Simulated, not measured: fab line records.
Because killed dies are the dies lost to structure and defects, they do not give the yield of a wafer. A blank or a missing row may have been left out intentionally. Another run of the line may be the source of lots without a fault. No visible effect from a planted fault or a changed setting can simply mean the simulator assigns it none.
Lot-split experiment / flow n5 finfet / on a route of 1938 steps: 7 lots, 39 wafers read

ON THE SPLIT
At N5_GATE_CUT_DESCUM_18 (chemistry O2, time 7 s), the setting time s was moved away from the recipe's 7 s on 9 of the 39 wafers read, by -23.2% to +43.0%. This setting was run at the recipe's value on the other wafers.

BETWEEN THE SPLIT AND THE READING: the file shows 1 step in between
- N5_GATE_CUT_ETCH_28: etches underlayer in N2/H2, target depth 13 nm, time 10.4 s

THE READING
CAR-EUV_of_GATE_CUT_COAT_07.thk nm (the simulator's own value, which no gauge read), in nm, at N5_GATE_CUT_ETCH_36 (etches SiARC in CF4, target depth 13 nm, time 21.7 s). The file gives no usual value for it. The 30 wafers here that ran the recipe average 6.9 nm, standard deviation 0.11 nm.

wafer=L074.1; tool, chamber at the split=rie diel-04, 3,1,1; time s as run, s=7; against the recipe=recipe; CAR-EUV_of_GATE_CUT_COAT_07.thk nm, nm=7; against lot-mates on the recipe=-
wafer=L074.2; tool, chamber at the split=rie diel-04, 0,2,0; time s as run, s=7; against the recipe=recipe; CAR-EUV_of_GATE_CUT_COAT_07.thk nm, nm=7; against lot-mates on the recipe=-
wafer=L074.3; tool, chamber at the split=rie diel-04, 0,2,0; time s as run, s=7; against the recipe=recipe; CAR-EUV_of_GATE_CUT_COAT_07.thk nm, nm=7; against lot-mates on the recipe=-
wafer=L074.4; tool, chamber at the split=rie diel-04, 3,1,1; time s as run, s=7; against the recipe=recipe; CAR-EUV_of_GATE_CUT_COAT_07.thk nm, nm=7; against lot-mates on the recipe=-
wafer=L074.5; tool, chamber at the split=rie diel-04, 3,1,1; time s as run, s=7; against the recipe=recipe; CAR-EUV_of_GATE_CUT_COAT_07.thk nm, nm=7; against lot-mates on the recipe=-
wafer=L074.6; tool, chamber at the split=rie diel-04, 0,2,0; time s as run, s=7; against the recipe=recipe; CAR-EUV_of_GATE_CUT_COAT_07.thk nm, nm=7; against lot-mates on the recipe=-
wafer=L082.3; tool, chamber at the split=rie diel-01, 2,1,2; time s as run, s=7; against the recipe=recipe; CAR-EUV_of_GATE_CUT_COAT_07.thk nm, nm=6.8; against lot-mates on the recipe=-
wafer=L082.5; tool, chamber at the split=rie diel-01, 2,1,2; time s as run, s=7; against the recipe=recipe; CAR-EUV_of_GATE_CUT_COAT_07.thk nm, nm=6.8; against lot-mates on the recipe=-
wafer=L082.4; tool, chamber at the split=rie diel-01, 2,1,2; time s as run, s=7; against the recipe=recipe; CAR-EUV_of_GATE_CUT_COAT_07.thk nm, nm=7; against lot-mates on the recipe=-
wafer=L084.1; tool, chamber at the split=rie diel-01, 0,3; time s as run, s=7; against the recipe=recipe; CAR-EUV_of_GATE_CUT_COAT_07.thk nm, nm=6.8; against lot-mates on the recipe=-
wafer=L084.2; tool, chamber at the split=rie diel-01, 1,3,0; time s as run, s=8.477; against the recipe=+21.1%; CAR-EUV_of_GATE_CUT_COAT_07.thk nm, nm=6.4; against lot-mates on the recipe=-0.5
wafer=L084.3; tool, chamber at the split=rie diel-01, 2; time s as run, s=7; against the recipe=recipe; CAR-EUV_of_GATE_CUT_COAT_07.thk nm, nm=7; against lot-mates on the recipe=-
wafer=L084.5; tool, chamber at the split=rie diel-01, 0,3; time s as run, s=7; against the recipe=recipe; CAR-EUV_of_GATE_CUT_COAT_07.thk nm, nm=7; against lot-mates on the recipe=-
wafer=L084.4; tool, chamber at the split=rie diel-01, 1,3,0; time s as run, s=8.477; against the recipe=+21.1%; CAR-EUV_of_GATE_CUT_COAT_07.thk nm, nm=6.2; against lot-mates on the recipe=-0.7
wafer=L084.6; tool, chamber at the split=rie diel-01, 1,3,0; time s as run, s=8.477; against the recipe=+21.1%; CAR-EUV_of_GATE_CUT_COAT_07.thk nm, nm=6.2; against lot-mates on the recipe=-0.7
wafer=L090.1; tool, chamber at the split=rie diel-02, 2; time s as run, s=5.376; against the recipe=-23.2%; CAR-EUV_of_GATE_CUT_COAT_07.thk nm, nm=7.8; against lot-mates on the recipe=+1.0
wafer=L090.2; tool, chamber at the split=rie diel-02, 0,3; time s as run, s=5.376; against the recipe=-23.2%; CAR-EUV_of_GATE_CUT_COAT_07.thk nm, nm=7.6; against lot-mates on the recipe=+0.8
wafer=L090.3; tool, chamber at the split=rie diel-02, 0,3; time s as run, s=5.376; against the recipe=-23.2%; CAR-EUV_of_GATE_CUT_COAT_07.thk nm, nm=7.6; against lot-mates on the recipe=+0.8
wafer=L090.4; tool, chamber at the split=rie diel-02, 1,0,3; time s as run, s=7; against the recipe=recipe; CAR-EUV_of_GATE_CUT_COAT_07.thk nm, nm=6.8; against lot-mates on the recipe=-
wafer=L090.5; tool, chamber at the split=rie diel-02, 1,0,3; time s as run, s=7; against the recipe=recipe; CAR-EUV_of_GATE_CUT_COAT_07.thk nm, nm=6.8; against lot-mates on the recipe=-
wafer=L090.6; tool, chamber at the split=rie diel-02, 1,0,3; time s as run, s=7; against the recipe=recipe; CAR-EUV_of_GATE_CUT_COAT_07.thk nm, nm=6.8; against lot-mates on the recipe=-
wafer=L092.1; tool, chamber at the split=rie diel-02, 2; time s as run, s=7; against the recipe=recipe; CAR-EUV_of_GATE_CUT_COAT_07.thk nm, nm=7; against lot-mates on the recipe=-
wafer=L092.5; tool, chamber at the split=rie diel-02, 1,3,1,3; time s as run, s=7; against the recipe=recipe; CAR-EUV_of_GATE_CUT_COAT_07.thk nm, nm=7; against lot-mates on the recipe=-
wafer=L092.2; tool, chamber at the split=rie diel-02, 1,3,1,3; time s as run, s=7; against the recipe=recipe; CAR-EUV_of_GATE_CUT_COAT_07.thk nm, nm=6.8; against lot-mates on the recipe=-
wafer=L092.3; tool, chamber at the split=rie diel-02, 1,3,1,3; time s as run, s=7; against the recipe=recipe; CAR-EUV_of_GATE_CUT_COAT_07.thk nm, nm=6.8; against lot-mates on the recipe=-
wafer=L092.4; tool, chamber at the split=rie diel-02, 1,3,1,3; time s as run, s=7; against the recipe=recipe; CAR-EUV_of_GATE_CUT_COAT_07.thk nm, nm=6.8; against lot-mates on the recipe=-
wafer=L092.6; tool, chamber at the split=rie diel-02, 2; time s as run, s=7; against the recipe=recipe; CAR-EUV_of_GATE_CUT_COAT_07.thk nm, nm=7.2; against lot-mates on the recipe=-
wafer=L096.1; tool, chamber at the split=rie diel-02, 3,2,0,3,2; time s as run, s=7; against the recipe=recipe; CAR-EUV_of_GATE_CUT_COAT_07.thk nm, nm=6.8; against lot-mates on the recipe=-
wafer=L096.3; tool, chamber at the split=rie diel-02, 1; time s as run, s=7; against the recipe=recipe; CAR-EUV_of_GATE_CUT_COAT_07.thk nm, nm=6.8; against lot-mates on the recipe=-
wafer=L096.4; tool, chamber at the split=rie diel-02, 3,2,0,3,2; time s as run, s=7; against the recipe=recipe; CAR-EUV_of_GATE_CUT_COAT_07.thk nm, nm=6.8; against lot-mates on the recipe=-
wafer=L096.2; tool, chamber at the split=rie diel-02, 3,2,0,3,2; time s as run, s=7; against the recipe=recipe; CAR-EUV_of_GATE_CUT_COAT_07.thk nm, nm=7; against lot-mates on the recipe=-
wafer=L096.5; tool, chamber at the split=rie diel-02, 3,2,0,3,2; time s as run, s=7; against the recipe=recipe; CAR-EUV_of_GATE_CUT_COAT_07.thk nm, nm=7; against lot-mates on the recipe=-
wafer=L096.6; tool, chamber at the split=rie diel-02, 3,2,0,3,2; time s as run, s=7; against the recipe=recipe; CAR-EUV_of_GATE_CUT_COAT_07.thk nm, nm=7; against lot-mates on the recipe=-
wafer=L097.1; tool, chamber at the split=rie diel-04, 1,2,0; time s as run, s=7; against the recipe=recipe; CAR-EUV_of_GATE_CUT_COAT_07.thk nm, nm=7; against lot-mates on the recipe=-
wafer=L097.2; tool, chamber at the split=rie diel-04, 1,2,0; time s as run, s=7; against the recipe=recipe; CAR-EUV_of_GATE_CUT_COAT_07.thk nm, nm=6.8; against lot-mates on the recipe=-
wafer=L097.4; tool, chamber at the split=rie diel-04, 1,2,0; time s as run, s=7; against the recipe=recipe; CAR-EUV_of_GATE_CUT_COAT_07.thk nm, nm=6.8; against lot-mates on the recipe=-
wafer=L097.3; tool, chamber at the split=rie diel-04, 3,2,1; time s as run, s=10.01; against the recipe=+43.0%; CAR-EUV_of_GATE_CUT_COAT_07.thk nm, nm=5.4; against lot-mates on the recipe=-1.5
wafer=L097.5; tool, chamber at the split=rie diel-04, 3,2,1; time s as run, s=10.01; against the recipe=+43.0%; CAR-EUV_of_GATE_CUT_COAT_07.thk nm, nm=5.4; against lot-mates on the recipe=-1.5
wafer=L097.6; tool, chamber at the split=rie diel-04, 3,2,1; time s as run, s=10.01; against the recipe=+43.0%; CAR-EUV_of_GATE_CUT_COAT_07.thk nm, nm=5.4; against lot-mates on the recipe=-1.5
When a row names more than one chamber, that row covers several wafers, and the file does not tell which wafer ran in which chamber.

FIT RESULTS
A straight line over all 39 wafers: CAR-EUV_of_GATE_CUT_COAT_07.thk nm changes by -0.0339 nm for each +1% of time s; r = -0.98; the points scatter about the line by 0.11 nm.
The same after taking each lot's own level away (the mean of its wafers on the recipe; 39 wafers): -0.0345 nm for each +1%; r = -0.98; scatter 0.097 nm.
On that fit, the largest move of time s shifts the reading by 1.5 nm.
The lots' own levels span 6.80 to 7.00 nm, that is 1.8 times the standard deviation above.
So the lot-to-lot level changes the slope little: the two slopes agree.
Check: with one of the wafers moved furthest among these (+43.0%) left out of the fit, the line predicts -1.47 nm for it against its lot-mates. It came out at -1.47 nm against them.

THESE WAFERS: OTHER SPLITS
Other splits were also applied to these wafers ahead of the reading. Each is held against what the fit with the lots' levels taken away leaves over:
other split on the same wafers=N5_FIN_CUT_CUT_ETCH_26 time s; wafers away from the commonest value=12; r with CAR-EUV_of_GATE_CUT_COAT_07.thk nm (lot level and that fit taken away)=-0.10
other split on the same wafers=N5_SD_EPI_P_EPI_21 time s; wafers away from the commonest value=15; r with CAR-EUV_of_GATE_CUT_COAT_07.thk nm (lot level and that fit taken away)=-0.18

THE WHOLE CHAIN: every reading that the file lists as answering this split, in the file's order
step=N5_GATE_CUT_DESCUM_18; what it does=chemistry O2, time 7 s; reading=CAR-EUV_of_GATE_CUT_COAT_07.thk nm (the simulator's own value, which no gauge read); change (the file's fit)=-0.0333 nm for each +1% of the setting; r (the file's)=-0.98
step=N5_GATE_CUT_ETCH_28; what it does=etches underlayer in N2/H2, target depth 13 nm, time 10.4 s; reading=CAR-EUV_of_GATE_CUT_COAT_07.thk nm (the simulator's own value, which no gauge read); change (the file's fit)=-0.0358 nm for each +1% of the setting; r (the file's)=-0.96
step=N5_GATE_CUT_ETCH_36; what it does=etches SiARC in CF4, target depth 13 nm, time 21.7 s; reading=CAR-EUV_of_GATE_CUT_COAT_07.thk nm (the simulator's own value, which no gauge read); change (the file's fit)=-0.0343 nm for each +1% of the setting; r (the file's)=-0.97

FILE'S OWN FIT
CAR-EUV_of_GATE_CUT_COAT_07.thk nm changes by -0.0343 nm for each +1% of time s, r = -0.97.
